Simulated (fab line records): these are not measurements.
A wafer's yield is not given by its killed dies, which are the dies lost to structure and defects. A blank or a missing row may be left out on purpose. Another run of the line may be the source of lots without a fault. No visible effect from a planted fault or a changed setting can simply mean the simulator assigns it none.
Which tool did it?    flow nand harc    Sampling: 23 lots, 69 wafers, 2 of 1302 route steps

## WHAT THE GAUGES READ, wafer by wafer
NHARC_A_CHANNEL_HOLE_D1_CD_MEAS_10 targets a cd of 100 nm. Usual: 100.3 nm for cd nm, sd 0.55.
lot   measured      on         cd nm (nm)         flag
L074  day 8 16:02   cd sem-02  100.5 100.1 101.0  
L075  day 8 15:52   cd sem-03  99.5 100.3 99.8    
L076  day 9 11:50   cd sem-03  101.8 100.5 100.2  
L077  day 9 13:14   cd sem-01  100.2 99.7 100.2   
L078  day 9 20:56   cd sem-01  100.7 100.4 100.9  
L079  day 10 16:08  cd sem-01  100.3 100.4 100.1  
L080  day 10 15:26  cd sem-02  100.2 99.5 99.4    
L081  day 11 10:38  cd sem-01  100.1 100.6 100.1  
L082  day 11 20:31  cd sem-02  100.2 99.3 100.4   
L083  day 12 06:24  cd sem-02  100.3 100.2 100.3  
L084  day 12 15:51  cd sem-02  100.7 101.0 100.7  
L085  day 13 01:30  cd sem-01  99.6 100.4 99.7    
L086  day 13 05:45  cd sem-01  99.9 100.2 101.3   
L087  day 14 05:08  cd sem-03  100.5 100.5 101.8  
L088  day 14 14:50  cd sem-01  100.3 99.9 101.0   
L089  day 14 14:39  cd sem-03  100.1 100.3 99.9   
L090  day 15 07:49  cd sem-02  100.2 100.6 100.1  
L091  day 15 19:37  cd sem-03  100.6 100.1 100.6  
L092  day 15 20:32  cd sem-03  99.8 99.6 100.1    
L093  day 16 04:02  cd sem-03  101.1 100.6 100.9  
L094  day 17 03:33  cd sem-02  100.4 100.1 99.5   
L096  day 17 20:42  cd sem-01  100.0 99.6 100.3   
L097  day 18 04:41  cd sem-03  99.6 100.2 99.6    

## WHICH TOOL RAN EACH LOT (tool, then ch and the chambers of the sampled wafers, then the start)
lot   NHARC_A_ZERO_WELL_RTA_16
L074  rtp anneal-02 ch 0, day 7 03:34
L075  rtp anneal-02 ch 0, day 7 03:50
L076  rtp anneal-01 ch 0, day 7 16:07
L077  rtp anneal-01 ch 0, day 7 19:35
L078  rtp anneal-02 ch 0, day 8 08:37
L079  rtp anneal-02 ch 0, day 9 03:22
L080  rtp anneal-02 ch 0, day 9 04:55
L081  rtp anneal-01 ch 0, day 9 16:47
L082  rtp anneal-02 ch 0, day 10 03:31
L083  rtp anneal-02 ch 0, day 10 13:43
L084  rtp anneal-02 ch 0, day 10 22:11
L085  rtp anneal-01 ch 0, day 11 12:44
L086  rtp anneal-01 ch 0, day 11 15:34
L087  rtp anneal-02 ch 0, day 12 06:43
L088  rtp anneal-01 ch 0, day 12 20:01
L089  rtp anneal-01 ch 0, day 13 02:08
L090  rtp anneal-01 ch 0, day 13 15:04
L091  rtp anneal-02 ch 0, day 14 03:59
L092  rtp anneal-01 ch 0, day 14 08:19
L093  rtp anneal-02 ch 0, day 14 15:03
L094  rtp anneal-01 ch 0, day 15 11:29
L096  rtp anneal-02 ch 0, day 16 02:17
L097  rtp anneal-02 ch 0, day 16 15:33
- NHARC_A_ZERO_WELL_RTA_16: time 10 s.

## WHAT THE TOOLS THEMSELVES READ (means of the sampled wafers that have a number; where no wafer has one, the mark that the record gives instead)
NHARC_A_ZERO_WELL_RTA_16. Usual: anneal temp c max 1005.1, standard deviation 1.9; lamp power pct 25.8 %, standard deviation 2; lamp_zone_2_pct 25.8 %, standard deviation 2; lamp_zone_5_pct 25.8 %, standard deviation 2; wafer_temp_C_max 1004.0, standard deviation 2.1.
lot   tool           anneal temp c max  lamp power pct (%)  lamp_zone_2_pct (%)  lamp_zone_5_pct (%)  wafer_temp_C_max  flag
L074  rtp anneal-02  1006.5             24.0                24.0                 24.0                 1002.2            
L075  rtp anneal-02  1005.3             24.0                24.0                 24.0                 1002.0            
L076  rtp anneal-01  1003.3             28.0                28.1                 28.0                 1006.2            
L077  rtp anneal-01  1003.6             28.1                28.0                 28.1                 1005.8            
L078  rtp anneal-02  1006.2             23.9                23.9                 23.9                 1001.9            
L079  rtp anneal-02  1006.5             23.9                24.0                 24.0                 1002.7            
L080  rtp anneal-02  1006.5             23.9                23.9                 23.9                 1001.8            
L081  rtp anneal-01  1003.3             28.1                28.1                 28.1                 1005.8            
L082  rtp anneal-02  1006.5             24.0                24.0                 24.0                 1001.3            
L083  rtp anneal-02  1007.3             24.0                23.9                 24.0                 1001.9            
L084  rtp anneal-02  1006.8             23.9                24.0                 23.9                 1002.2            
L085  rtp anneal-01  1003.1             28.0                28.0                 28.0                 1007.2            
L086  rtp anneal-01  1003.3             28.0                28.0                 28.0                 1005.9            
L087  rtp anneal-02  1006.6             24.0                24.0                 24.0                 1002.2            
L088  rtp anneal-01  1003.5             28.0                28.1                 28.0                 1007.6            
L089  rtp anneal-01  1002.8             28.0                28.0                 28.0                 1006.3            
L090  rtp anneal-01  1003.4             28.1                28.1                 28.0                 1006.1            
L091  rtp anneal-02  1005.9             23.9                24.0                 24.0                 1002.1            
L092  rtp anneal-01  1003.6             28.1                28.1                 28.1                 1006.0            
L093  rtp anneal-02  1007.4             24.0                24.0                 24.0                 1002.0            
L094  rtp anneal-01  1002.9             28.1                28.1                 28.1                 1006.1            
L096  rtp anneal-02  1007.8             24.0                24.0                 24.0                 1002.2            
L097  rtp anneal-02  1006.8             24.0                23.9                 24.0                 1001.8            

## THE ANSWER, worked out from the rows above alone
Rule: take the mean of a lot's wafers that have a number; if it is more than 3 standard deviations from the usual mean, the lot is off. A lot without any number at a reading at which 4 lots or more have one is off too. The other lots that the step has rows for count as sound. Order of review: gauges by route order, followed by the tools' own readings, for which a lot's mean as printed above is used. The first step at which some lot is off is used, and at that step the reading that is off furthest; a lot without a number counts as furthest.
No lot is off at any reading shown: from this, nothing can be told.

## WHAT WAS PUT IN BY THE SIMULATOR
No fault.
